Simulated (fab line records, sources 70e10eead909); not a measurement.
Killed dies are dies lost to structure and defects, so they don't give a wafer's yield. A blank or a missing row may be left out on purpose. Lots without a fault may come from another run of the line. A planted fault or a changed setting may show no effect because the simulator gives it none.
A struck lot beside a sound one | flow nand_harc | 15 steps out of a route of 1159
Sound: wafers L698.4, L698.5, L698.6. Struck: wafer L709.5. (L709.1, L709.3 of the same lot were not struck and are left out.) The cause comes at the end.
At each step with rows: each side's tool, then ch and its chambers, then its first start. Under that, the readings that differ: sound wafers | struck wafers | difference of the means | sigmas: that difference in standard deviations of wafers without a fault.
alike: readings whose means differ by less than 2 such deviations, and words and numbers that are the same on both sides. not compared: withheld readings, readings that some wafer has no value for, bounds like >300 that may hide the same value, and numbers for which the record gives no deviation and whose values overlap.
The two part at a step that has a row with sigmas, a row that says differs or no value, or rows on one side only. Numbers that don't overlap but have no deviation are shown without sigmas and don't part them. A reading that every wafer of one side lacks parts them only if that side has two wafers or more.

NHARC_A_CONTACT_ETCH_118: etches the open film in C4F8/O2/Ar, time 94 s, target depth 922 nm.
  sound on har_cap_etch-02 ch 0,1, day 18 01:36; struck on har_cap_etch-01 ch 0, day 20 20:53
  not compared: rf_hours_counter_h, run_length_s
NHARC_A_CONTACT_ETCH_119: etches the open film in C4F8/O2/Ar, time 94 s, target depth 922 nm.
  sound on har_cap_etch-02 ch 0,1, day 18 01:41; struck on har_cap_etch-01 ch 0, day 20 20:58
  not compared: rf_hours_counter_h, run_length_s
NHARC_A_CONTACT_ETCH_120: etches the open film in C4F8/O2/Ar, time 94 s, target depth 922 nm.
  sound on har_cap_etch-02 ch 0,1, day 18 01:47; struck on har_cap_etch-01 ch 0, day 20 21:04
  not compared: rf_hours_counter_h, run_length_s
then, 1 step without rows for these wafers: NHARC_A_CONTACT_ETCH_121 (etches the open film in C4F8/O2/Ar, time 94 s, target depth 922 nm).
NHARC_A_CONTACT_ETCH_122: etches the open film in C4F8/O2/Ar, time 95 s, target depth 930 nm.
  sound on har_cap_etch-02 ch 0,1, day 18 01:58; struck on har_cap_etch-01 ch 0, day 20 21:14
  not compared: rf_hours_counter_h, run_length_s
NHARC_A_CONTACT_ETCH_123: etches the open film in C4F8/O2/Ar, time 253 s, target depth 1090 nm.
  sound on har_cap_etch-02 ch 0,1, day 18 02:08; struck on har_cap_etch-01 ch 0, day 20 21:22
  reading          | sound             | struck | difference | sigmas
  run_length_s (s) | 283.4 283.6 283.4 | 285.0  | +1.5       | +3
  not compared: rf_hours_counter_h
then, 2 steps without rows for these wafers: NHARC_A_CONTACT_ETCH_90 (etches the open film in CH3F/O2, target depth 40 nm, time 85.7 s); NHARC_A_CONTACT_ETCH_96 (etches the open film in C4F6/O2, target depth 20 nm, time 10 s).
NHARC_A_CONTACT_CD_MEAS_53:
  sound on cd_sem-03, day 18 02:51; struck on cd_sem-02, day 20 22:19
  alike: cd_nm
then, 3 steps without rows for these wafers: NHARC_A_CONTACT_STRIP_99 (strips in N2/H2); NHARC_A_CONTACT_STRIP_100 (strips in CF4/CHF3); NHARC_A_CONTACT_STRIP_101 (strips in O2/COS).
NHARC_A_CONTACT_ETCH_102: etches the open film in CF4/O2, target depth 70 nm, overetch 7 nm, time 38.5 s.
  sound on rie_diel-03 ch 0,1,3, day 18 03:08; struck on rie_diel-03 ch 0, day 20 22:37
  reading          | sound          | struck | difference | sigmas
  run_length_s (s) | 60.0 61.1 60.8 | 54.2   | -6.4       | -14
  alike: drypump_motor_current_A, oes_product_au, rf_vpp_V, showerhead_plenum_p_Torr, throttle_valve_pct
  not compared: rf_hours_counter_h
then, 1 step without rows for these wafers: NHARC_A_CONTACT_STRIP_55 (strips in O2).
-- the record jumps here: 3 days lie between the struck wafers' starts before and after (it left off in module A_CONTACT and takes up again in module END, whose first step shown is number 1159 of the route) --
NHARC_END_SORT_01:
  sound on prober-02 ch 0, day 21 03:52; struck on prober-02 ch 0, day 24 07:37
  reading             | sound    | struck                   | difference                   | sigmas
  hold                | - - -    | await_dispo/4.0h/release | no value on the sound wafers |
  killed_at_array     | 34 28 28 | 677                      | +647                         | +59
  killed_at_periphery | 4 7 3    | 0                        | -5                           | -2
  killed_dies         | 38 36 31 | 677                      | +642                         | +54
  alike: killed_at_other, killed_open, killed_short

WHERE THEY PART
First at NHARC_A_CONTACT_ETCH_123; last, within this record, at NHARC_END_SORT_01.

WHY: what the simulator had put in
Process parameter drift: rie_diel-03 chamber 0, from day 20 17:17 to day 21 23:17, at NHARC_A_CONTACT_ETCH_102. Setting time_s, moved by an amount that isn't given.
